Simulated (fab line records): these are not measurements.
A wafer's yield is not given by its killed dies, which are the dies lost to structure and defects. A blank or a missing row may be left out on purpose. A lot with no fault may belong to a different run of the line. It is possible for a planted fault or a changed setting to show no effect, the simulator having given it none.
Matching of chambers / flow n5Finfet / cvdCo-02 running N5_BEOL_M1_PRE_CLEAN_60: 3 sister chambers
The step time 15 s. 6 wafers are shown with their chamber, then 12 later ones without.

## EACH WAFER AND ITS CHAMBER
wafer=L090.4; chamber=0; heaterPowerW (W)=63; rfFwdPowerW (W)=297.1
wafer=L088.1; chamber=0; heaterPowerW (W)=61; rfFwdPowerW (W)=299.3
wafer=L088.3; chamber=1; heaterPowerW (W)=76; rfFwdPowerW (W)=297.7
wafer=L091.1; chamber=2; heaterPowerW (W)=88; rfFwdPowerW (W)=296.9
wafer=L091.4; chamber=2; heaterPowerW (W)=89; rfFwdPowerW (W)=296.7
wafer=L091.5; chamber=1; heaterPowerW (W)=77; rfFwdPowerW (W)=296.6

## WAFERS WITHOUT THEIR CHAMBER
wafer=L093.1; heaterPowerW (W)=62; rfFwdPowerW (W)=297.0
wafer=L093.4; heaterPowerW (W)=89; rfFwdPowerW (W)=295.9
wafer=L093.6; heaterPowerW (W)=63; rfFwdPowerW (W)=296.2
wafer=L096.1; heaterPowerW (W)=87; rfFwdPowerW (W)=297.5
wafer=L096.3; heaterPowerW (W)=64; rfFwdPowerW (W)=297.5
wafer=L096.5; heaterPowerW (W)=76; rfFwdPowerW (W)=299.3
wafer=L094.1; heaterPowerW (W)=77; rfFwdPowerW (W)=298.1
wafer=L094.5; heaterPowerW (W)=63; rfFwdPowerW (W)=298.5
wafer=L094.6; heaterPowerW (W)=90; rfFwdPowerW (W)=296.6
wafer=L097.2; heaterPowerW (W)=78; rfFwdPowerW (W)=297.2
wafer=L097.4; heaterPowerW (W)=63; rfFwdPowerW (W)=297.9
wafer=L097.6; heaterPowerW (W)=92; rfFwdPowerW (W)=297.1

## EACH ONE'S CHAMBER
wafer=L093.1; from the rows above=0; in truth=0
wafer=L093.4; from the rows above=2; in truth=2
wafer=L093.6; from the rows above=0; in truth=0
wafer=L096.1; from the rows above=2; in truth=2
wafer=L096.3; from the rows above=0; in truth=0
wafer=L096.5; from the rows above=1; in truth=1
wafer=L094.1; from the rows above=1; in truth=1
wafer=L094.5; from the rows above=0; in truth=0
wafer=L094.6; from the rows above=2; in truth=2
wafer=L097.2; from the rows above=1; in truth=1
wafer=L097.4; from the rows above=0; in truth=0
wafer=L097.6; from the rows above=2; in truth=2
Correct placement for 12 of the 12. Can't be placed from these rows: 0. Number placed wrongly: 0.
How it was worked out, from the rows above alone: a wafer's distance from a chamber is the root of the sum, over the readings, of the square of ((its reading less the chamber's mean) divided by the reading's scatter). The wafer belongs to the nearest chamber; if the next one is less than 2 further off, it can't be placed. The mean given for a chamber averages the wafers shown for that chamber. The scatter: the root of (the sum of the squares of (reading less its chamber's mean) over the shown wafers, divided by (wafers less chambers)).
